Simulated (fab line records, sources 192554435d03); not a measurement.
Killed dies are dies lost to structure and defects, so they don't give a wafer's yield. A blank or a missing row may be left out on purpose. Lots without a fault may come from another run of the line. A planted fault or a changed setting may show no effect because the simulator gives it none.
Which tool did it? | flow n5_finfet | 24 lots, 72 wafers sampled, at 5 steps of a route of 1938

WHAT THE GAUGES READ, wafer by wafer
N5_MOL_CONTACT_COAG_INSPECT_57: inspects for defects (brightfield).
lot  | measured     | on                | raw_defect_count
L074 | day 5 06:18  | defect_inspect-02 | 208 215 233
L075 | day 5 07:41  | defect_inspect-01 | 185 186 172
L076 | day 5 15:12  | defect_inspect-02 | 157 213 191
L077 | day 5 18:48  | defect_inspect-02 | 348 235 222
L078 | day 6 03:52  | defect_inspect-01 | 185 125 224
L079 | day 6 11:34  | defect_inspect-02 | 245 165 175
L080 | day 6 12:13  | defect_inspect-02 | 186 229 280
L081 | day 6 21:41  | defect_inspect-02 | 280 172 221
L082 | day 7 01:31  | defect_inspect-01 | 149 124 168
L083 | day 7 05:46  | defect_inspect-01 | 228 255 320
L084 | day 7 12:07  | defect_inspect-01 | 246 255 312
L085 | day 7 21:34  | defect_inspect-01 | 134 180 295
L086 | day 8 01:35  | defect_inspect-02 | 257 256 221
L087 | day 8 07:46  | defect_inspect-01 | 199 238 259
L088 | day 8 15:41  | defect_inspect-02 | 161 229 186
L089 | day 8 21:59  | defect_inspect-02 | 120 96 114
L090 | day 9 01:49  | defect_inspect-02 | 176 105 128
L091 | day 9 04:59  | defect_inspect-02 | 170 143 126
L092 | day 9 12:20  | defect_inspect-02 | 152 184 231
L093 | day 9 17:57  | defect_inspect-01 | 180 113 191
L094 | day 10 05:29 | defect_inspect-02 | 154 178 195
L095 | day 10 06:07 | defect_inspect-01 | 230 205 148
L096 | day 10 15:05 | defect_inspect-01 | 170 176 138
L097 | day 10 22:58 | defect_inspect-01 | 189 198 142

N5_BEOL_M0_SAQP_OVL_MEAS_41.
lot  | measured     | on         | M0_CUT1_OVL (nm)
L074 | day 5 19:48  | overlay-01 | 0.3 0.8 -0.1
L075 | day 5 23:07  | overlay-01 | -1.7 -0.8 -1.9
L076 | day 6 03:49  | overlay-02 | -1.3 -0.5 -0.4
L077 | day 6 09:00  | overlay-02 | 1.5 1.3 1.4
L078 | day 6 15:16  | overlay-01 | 0.3 1.3 0.3
L079 | day 7 00:07  | overlay-02 | 1.2 -0.2 0.2
L080 | day 7 03:28  | overlay-01 | 0.3 0.1 1.4
L081 | day 7 09:47  | overlay-02 | 0.2 0.5 1.5
L082 | day 7 13:43  | overlay-02 | 0.1 0.4 0.1
L083 | day 7 18:08  | overlay-02 | 0.1 0.8 1.0
L084 | day 8 02:19  | overlay-01 | -0.4 0.8 0.7
L085 | day 8 10:44  | overlay-02 | 0.0 2.5 0.3
L086 | day 8 17:40  | overlay-02 | 0.7 -0.5 0.6
L087 | day 8 21:20  | overlay-02 | 0.7 1.1 0.2
L088 | day 9 05:26  | overlay-02 | -0.1 0.5 -0.2
L089 | day 9 09:43  | overlay-02 | -0.9 -0.6 0.3
L090 | day 9 14:02  | overlay-01 | 0.6 1.0 0.8
L091 | day 9 18:10  | overlay-02 | 0.0 0.6 0.2
L092 | day 10 00:19 | overlay-01 | 0.6 -0.6 0.3
L093 | day 10 06:57 | overlay-02 | 0.0 0.2 -1.4
L094 | day 10 17:04 | overlay-01 | 0.4 0.2 -0.1
L095 | day 10 20:43 | overlay-01 | 0.1 0.1 0.5
L096 | day 11 02:50 | overlay-01 | 1.1 1.3 0.6
L097 | day 11 10:24 | overlay-02 | 1.8 0.3 0.0

WHICH TOOL RAN EACH LOT (tool, then ch and the chambers of the sampled wafers, then the start)
lot  | N5_MOL_CONTACT_COAG_ALD_20         | N5_BEOL_M0_SAQP_PECVD_03        | N5_BEOL_M0_SAQP_STRIP_86
L074 | ald_metal-01 ch 0,1,3, day 4 20:38 | pecvd-01 ch 0,1,2, day 5 14:45  | rie_diel-03 ch 0,1,3, day 5 15:47
L075 | ald_metal-03 ch 0,3, day 4 23:07   | pecvd-02 ch 0,1,2, day 5 18:13  | rie_diel-02 ch 0,1,3, day 5 19:31
L076 | ald_metal-03 ch 0,1,3, day 5 05:24 | pecvd-01 ch 0,1,2, day 5 23:22  | rie_diel-02 ch 1,2,3, day 6 00:31
L077 | ald_metal-01 ch 0,1,2, day 5 11:19 | pecvd-03 ch 1,2, day 6 03:02    | rie_diel-02 ch 2,3, day 6 04:07
L078 | ald_metal-01 ch 0,1,2, day 5 19:48 | pecvd-02 ch 0,1,2, day 6 10:38  | rie_diel-02 ch 1,2,3, day 6 11:47
L079 | ald_metal-01 ch 0,1, day 6 02:30   | pecvd-02 ch 0,1,2, day 6 19:20  | rie_diel-02 ch 2,3, day 6 20:32
L080 | ald_metal-01 ch 0,1,3, day 6 03:56 | pecvd-03 ch 0,2, day 6 23:05    | rie_diel-02 ch 1,2,3, day 7 00:07
L081 | ald_metal-01 ch 0,1, day 6 12:44   | pecvd-02 ch 0,2, day 7 05:12    | rie_diel-02 ch 0,1, day 7 06:14
L082 | ald_metal-03 ch 0,1,2, day 6 17:43 | pecvd-03 ch 0,1,2, day 7 08:58  | rie_diel-06 ch 1,2,3, day 7 10:08
L083 | ald_metal-02 ch 0,2,3, day 6 20:42 | pecvd-01 ch 0,2, day 7 13:39    | rie_diel-03 ch 0,2, day 7 14:49
L084 | ald_metal-01 ch 0,1, day 7 03:57   | pecvd-03 ch 0,1,2, day 7 20:49  | rie_diel-06 ch 2,3, day 7 22:03
L085 | ald_metal-01 ch 0,1,2, day 7 13:08 | pecvd-01 ch 0,2, day 8 05:33    | rie_diel-03 ch 2,3, day 8 06:43
L086 | ald_metal-02 ch 2,3, day 7 15:23   | pecvd-03 ch 0,1,2, day 8 11:40  | rie_diel-02 ch 0,2,3, day 8 12:46
L087 | ald_metal-01 ch 0,1,3, day 7 23:38 | pecvd-03 ch 1,2, day 8 15:22    | rie_diel-02 ch 1,2,3, day 8 16:33
L088 | ald_metal-01 ch 0,3, day 8 05:07   | pecvd-02 ch 0,1,2, day 9 00:29  | rie_diel-03 ch 1,3, day 9 01:46
L089 | ald_metal-02 ch 0,2,3, day 8 13:00 | pecvd-03 ch 0,1,2, day 9 05:16  | rie_diel-03 ch 1,2,3, day 9 06:26
L090 | ald_metal-01 ch 1,2, day 8 18:16   | pecvd-02 ch 0,1, day 9 08:47    | rie_diel-02 ch 0,2,3, day 9 10:16
L091 | ald_metal-01 ch 1,2,3, day 8 21:19 | pecvd-03 ch 0,2, day 9 13:33    | rie_diel-03 ch 1,2, day 9 14:37
L092 | ald_metal-02 ch 0,1,3, day 9 04:13 | pecvd-03 ch 0,1,2, day 9 19:28  | rie_diel-02 ch 0,1,3, day 9 20:30
L093 | ald_metal-03 ch 0,1,3, day 9 09:19 | pecvd-03 ch 0,2, day 10 01:44   | rie_diel-06 ch 0,1,2, day 10 02:46
L094 | ald_metal-01 ch 0,1, day 9 19:49   | pecvd-02 ch 0,1, day 10 12:13   | rie_diel-02 ch 0,1,2, day 10 13:26
L095 | ald_metal-03 ch 1,2, day 9 22:49   | pecvd-01 ch 0,1, day 10 15:41   | rie_diel-06 ch 0,2,3, day 10 16:50
L096 | ald_metal-01 ch 1,2, day 10 07:24  | pecvd-03 ch 1,2, day 10 22:11   | rie_diel-02 ch 0,3, day 10 23:25
L097 | ald_metal-01 ch 1,3, day 10 15:02  | pecvd-03 ch 0,1,2, day 11 06:01 | rie_diel-02 ch 0,2, day 11 07:03
- N5_MOL_CONTACT_COAG_ALD_20: deposits TiN, target thk 1.5 nm, pulse time 1 s, purge time 3 s.
- N5_BEOL_M0_SAQP_PECVD_03: deposits SiCN from 3MS/NH3, target thk 12 nm, time 21.1 s.
- N5_BEOL_M0_SAQP_STRIP_86: strips in N2/H2.

WHAT THE TOOLS THEMSELVES READ (means of the sampled wafers that have a number; where no wafer has one, the mark that the record gives instead)
N5_MOL_CONTACT_COAG_ALD_20.
lot  | tool         | chamber_pressure_Torr (Torr) | heater_power_w (W) | precursor_pulse_height_rel
L074 | ald_metal-01 | 2.996                        | 860                | 0.999
L075 | ald_metal-03 | 2.995                        | 977                | 1.002
L076 | ald_metal-03 | 2.998                        | 948                | 1.003
L077 | ald_metal-01 | 3.003                        | 887                | 0.990
L078 | ald_metal-01 | 2.995                        | 891                | 1.001
L079 | ald_metal-01 | 3.000                        | 829                | 0.998
L080 | ald_metal-01 | 2.995                        | 875                | 0.978
L081 | ald_metal-01 | 3.008                        | 829                | 0.996
L082 | ald_metal-03 | 3.003                        | 911                | 1.015
L083 | ald_metal-02 | 3.004                        | 899                | 0.981
L084 | ald_metal-01 | 2.998                        | 914                | 1.014
L085 | ald_metal-01 | 3.002                        | 883                | 1.005
L086 | ald_metal-02 | 2.999                        | 826                | 1.001
L087 | ald_metal-01 | 2.996                        | 864                | 0.974
L088 | ald_metal-01 | 3.002                        | 836                | 0.996
L089 | ald_metal-02 | 3.002                        | 895                | 0.998
L090 | ald_metal-01 | 2.996                        | 944                | 1.016
L091 | ald_metal-01 | 3.004                        | 910                | 0.993
L092 | ald_metal-02 | 3.001                        | 915                | 0.995
L093 | ald_metal-03 | 3.003                        | 946                | 0.996
L094 | ald_metal-01 | 3.000                        | 898                | 1.003
L095 | ald_metal-03 | 2.993                        | 871                | 0.997
L096 | ald_metal-01 | 2.995                        | 930                | 1.013
L097 | ald_metal-01 | 2.999                        | 939                | 0.992

N5_BEOL_M0_SAQP_PECVD_03.
lot  | tool     | chamber_pressure_Torr (Torr) | showerhead_plenum_p_Torr (Torr) | throttle_valve_pct (%)
L074 | pecvd-01 | 3.002                        | 3.664                           | 9.3
L075 | pecvd-02 | 3.000                        | 3.659                           | 9.2
L076 | pecvd-01 | 2.995                        | 3.672                           | 9.3
L077 | pecvd-03 | 2.992                        | 3.656                           | 9.1
L078 | pecvd-02 | 2.992                        | 3.661                           | 9.4
L079 | pecvd-02 | 3.005                        | 3.661                           | 9.2
L080 | pecvd-03 | 3.002                        | 3.673                           | 9.0
L081 | pecvd-02 | 2.998                        | 3.661                           | 9.5
L082 | pecvd-03 | 3.000                        | 3.668                           | 9.2
L083 | pecvd-01 | 3.006                        | 3.668                           | 9.2
L084 | pecvd-03 | 3.000                        | 3.661                           | 9.2
L085 | pecvd-01 | 2.994                        | 3.664                           | 9.2
L086 | pecvd-03 | 3.001                        | 3.665                           | 9.1
L087 | pecvd-03 | 3.002                        | 3.658                           | 8.8
L088 | pecvd-02 | 2.995                        | 3.660                           | 9.3
L089 | pecvd-03 | 2.997                        | 3.664                           | 9.4
L090 | pecvd-02 | 2.994                        | 3.665                           | 9.3
L091 | pecvd-03 | 2.993                        | 3.669                           | 9.2
L092 | pecvd-03 | 2.996                        | 3.657                           | 9.3
L093 | pecvd-03 | 3.006                        | 3.679                           | 9.6
L094 | pecvd-02 | 2.996                        | 3.657                           | 9.3
L095 | pecvd-01 | 2.997                        | 3.670                           | 9.4
L096 | pecvd-03 | 3.002                        | 3.656                           | 9.1
L097 | pecvd-03 | 3.003                        | 3.659                           | 9.3

N5_BEOL_M0_SAQP_STRIP_86.
lot  | tool        | chamber_pressure_mTorr (mTorr) | drypump_motor_current_A (A) | oes_product_au (a.u.) | rf_vpp_V (V) | showerhead_plenum_p_Torr (Torr) | throttle_valve_pct (%)
L074 | rie_diel-03 | 50.04                          | 5.8                         | 0.79                  | 121.9        | 3.42                            | 18.6
L075 | rie_diel-02 | 49.97                          | 5.7                         | 0.72                  | 120.4        | 3.31                            | 19.2
L076 | rie_diel-02 | 50.02                          | 5.7                         | 0.75                  | 122.6        | 3.34                            | 19.0
L077 | rie_diel-02 | 50.00                          | 5.8                         | 0.81                  | 121.8        | 3.32                            | 18.9
L078 | rie_diel-02 | 49.99                          | 5.7                         | 0.75                  | 122.4        | 3.34                            | 19.0
L079 | rie_diel-02 | 50.00                          | 5.9                         | 0.73                  | 121.9        | 3.39                            | 18.8
L080 | rie_diel-02 | 50.06                          | 5.7                         | 0.75                  | 123.1        | 3.34                            | 19.0
L081 | rie_diel-02 | 49.99                          | 5.6                         | 0.74                  | 120.5        | 3.19                            | 19.5
L082 | rie_diel-06 | 49.98                          | 5.0                         | 0.79                  | 122.1        | 3.40                            | 18.8
L083 | rie_diel-03 | 49.99                          | 5.8                         | 0.75                  | 121.1        | 3.41                            | 18.8
L084 | rie_diel-06 | 50.02                          | 4.8                         | 0.79                  | 122.0        | 3.36                            | 19.0
L085 | rie_diel-03 | 49.96                          | 5.7                         | 0.81                  | 121.4        | 3.25                            | 18.6
L086 | rie_diel-02 | 49.96                          | 5.8                         | 0.85                  | 121.4        | 3.28                            | 19.0
L087 | rie_diel-02 | 49.99                          | 5.7                         | 0.84                  | 122.2        | 3.33                            | 18.8
L088 | rie_diel-03 | 50.14                          | 5.5                         | 0.82                  | 121.3        | 3.44                            | 18.6
L089 | rie_diel-03 | 49.96                          | 5.6                         | 0.81                  | 120.9        | 3.34                            | 18.7
L090 | rie_diel-02 | 50.00                          | 5.8                         | 0.84                  | 121.1        | 3.27                            | 19.0
L091 | rie_diel-03 | 50.00                          | 5.2                         | 0.87                  | 123.2        | 3.37                            | 18.7
L092 | rie_diel-02 | 50.08                          | 5.7                         | 0.79                  | 122.8        | 3.29                            | 19.1
L093 | rie_diel-06 | 49.96                          | 5.5                         | 0.73                  | 123.0        | 3.33                            | 19.0
L094 | rie_diel-02 | 50.02                          | 5.6                         | 0.75                  | 120.4        | 3.21                            | 19.3
L095 | rie_diel-06 | 49.96                          | 5.2                         | 0.73                  | 119.7        | 3.29                            | 19.2
L096 | rie_diel-02 | 50.03                          | 5.8                         | 0.80                  | 121.1        | 3.23                            | 19.2
L097 | rie_diel-02 | 50.12                          | 5.7                         | 0.76                  | 121.6        | 3.16                            | 19.5

THE ANSWER, worked out from the rows above alone
Rule: what is usual is taken from the lots themselves. Put in order of their means at a reading, lots are off if they are a third of the lots or fewer, leave a main group of 4 or more, and stand apart from it by a gap of 3 or more times the standard deviation of the main group's means; of several such gaps the widest counts. A main group whose means are all the same, to the digits that the tables above print for the reading, isn't used. A lot without any number at a reading at which 4 lots or more have one is off too. The other lots that the step has rows for count as sound. The gauges are gone through in route order, then the tools' own readings, and for those a lot's mean is taken as printed above. The first step at which some lot is off is used, and at that step the reading that is off furthest; a lot without a number counts as furthest.
No lot is off at any reading shown: from this, nothing can be told.

WHAT THE SIMULATOR HAD PUT IN
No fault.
